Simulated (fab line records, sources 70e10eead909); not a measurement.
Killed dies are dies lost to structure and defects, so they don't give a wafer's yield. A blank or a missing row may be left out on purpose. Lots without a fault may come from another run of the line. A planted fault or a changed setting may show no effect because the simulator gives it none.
A struck lot beside a sound one | flow nand_harc | 15 steps out of a route of 1302
Sound: wafers L661.1, L661.2, L661.4. Struck: wafers L664.1, L664.2, L664.4. The cause comes at the end.
At each step with rows: each side's tool, then ch and its chambers, then its first start. Under that, the readings that differ: sound wafers | struck wafers | difference of the means | sigmas: that difference in standard deviations of wafers without a fault.
alike: readings whose means differ by less than 2 such deviations, and words and numbers that are the same on both sides. not compared: withheld readings, readings that some wafer has no value for, bounds like >300 that may hide the same value, and numbers for which the record gives no deviation and whose values overlap.
The two part at a step that has a row with sigmas, a row that says differs or no value, or rows on one side only. Numbers that don't overlap but have no deviation are shown without sigmas and don't part them. A reading that every wafer of one side lacks parts them only if that side has two wafers or more.

NHARC_A_CHANNEL_HOLE_D2_ETCH_26: etches the open film in C4F8/O2/Ar, time 224.1 s, target depth 300 nm.
  sound on har_etch-01 ch 0,1, day 16 11:49; struck on har_etch-02 ch 0,1, day 17 21:55
  reading                     | sound       | struck      | difference | sigmas
  drypump_motor_current_A (A) | 5.1 5.4 5.1 | 6.1 5.6 6.1 | +0.7       | +2
  alike: mfc_ar_sccm, o2_flow_sccm, showerhead_plenum_p_Torr, throttle_valve_pct
  not compared: rf_hours_counter_h
NHARC_A_CHANNEL_HOLE_D2_ETCH_27: etches the open film in C4F8/O2/Ar, time 90 s, target depth 400 nm.
  sound on har_etch-01 ch 0,1, day 16 12:01; struck on har_etch-02 ch 0,1, day 17 22:07
  alike: drypump_motor_current_A, mfc_ar_sccm, o2_flow_sccm, showerhead_plenum_p_Torr, throttle_valve_pct
  not compared: rf_hours_counter_h
then, 3 steps without rows for these wafers: NHARC_A_CHANNEL_HOLE_D2_STRIP_41 (strips in N2/H2); NHARC_A_CHANNEL_HOLE_D2_STRIP_42 (strips in CF4/CHF3); NHARC_A_CHANNEL_HOLE_D2_STRIP_43 (strips in O2/COS).
NHARC_A_CHANNEL_HOLE_D2_ETCH_44: etches the open film in CF4/O2, target depth 140 nm, overetch 14 nm, time 77 s.
  sound on rie_diel-12 ch 0,2,3, day 16 12:46; struck on rie_diel-02 ch 0,1, day 17 22:55
  alike: bias_w, drypump_motor_current_A, mfc_ar_sccm, o2_flow_sccm, oes_ar_750_au, oes_product_au, rf_vpp_V, showerhead_plenum_p_Torr, throttle_valve_pct
  not compared: rf_hours_counter_h
NHARC_A_CHANNEL_HOLE_D2_STRIP_28: strips in O2.
  sound on rie_diel-12 ch 0,2,3; struck on rie_diel-02 ch 0,1,2
  alike: drypump_motor_current_A, mfc_ar_sccm, o2_flow_sccm, oes_product_au, rf_vpp_V, showerhead_plenum_p_Torr, throttle_valve_pct
  not compared: rf_hours_counter_h
then, 2 steps without rows for these wafers: NHARC_A_CHANNEL_HOLE_D2_PRECLEAN_29 (cleans in SC1); NHARC_A_CHANNEL_HOLE_D2_SRD_30.
NHARC_A_CHANNEL_HOLE_D2_CD_MEAS_31:
  sound on cd_sem-03, day 16 13:34; struck on cd_sem-02, day 17 23:49
  alike: cd_nm
NHARC_A_CHANNEL_HOLE_D2_XSEM_32:
  sound on xsem-02 ch 0, day 16 13:40; struck on xsem-01 ch 0, day 17 23:55
  alike: bot_cd_nm, bow_nm, tilt_deg
NHARC_A_CHANNEL_HOLE_D2_INSPECT_40:
  sound on defect_inspect-01, day 16 13:46; struck on defect_inspect-02, day 18 00:01
  alike: raw_defect_count
NHARC_A_CHANNEL_FILL_D2_PRECLEAN_00: cleans in SC1.
  sound on wet_bench-03 ch 0,2,3, day 16 13:49; struck on wet_bench-05 ch 4,5,7, day 18 00:04
  no value came back on the struck wafers for bath_age_min, bath_guard_temp_C (C), nh4oh_flow_mL_min; on the sound wafers bath_age_min reads 0 0 0
then, 1 step without rows for these wafers: NHARC_A_CHANNEL_FILL_D2_SRD_01.
-- the record jumps here: 11 days lie between the struck wafers' starts before and after (it left off in module A_CHANNEL_FILL_D2 and takes up again in module END, whose first step shown is number 1302 of the route) --
NHARC_END_SORT_01:
  sound on prober-02 ch 0, day 27 20:00; struck on prober-02 ch 0, day 29 02:35
  alike: killed_at_array, killed_at_other, killed_at_periphery, killed_dies, killed_open, killed_short

WHERE THEY PART
First at NHARC_A_CHANNEL_HOLE_D2_ETCH_26; last, within this record, at NHARC_A_CHANNEL_FILL_D2_PRECLEAN_00. Later steps at which nothing parts them and some readings are alike: NHARC_END_SORT_01.

WHY: what the simulator had put in
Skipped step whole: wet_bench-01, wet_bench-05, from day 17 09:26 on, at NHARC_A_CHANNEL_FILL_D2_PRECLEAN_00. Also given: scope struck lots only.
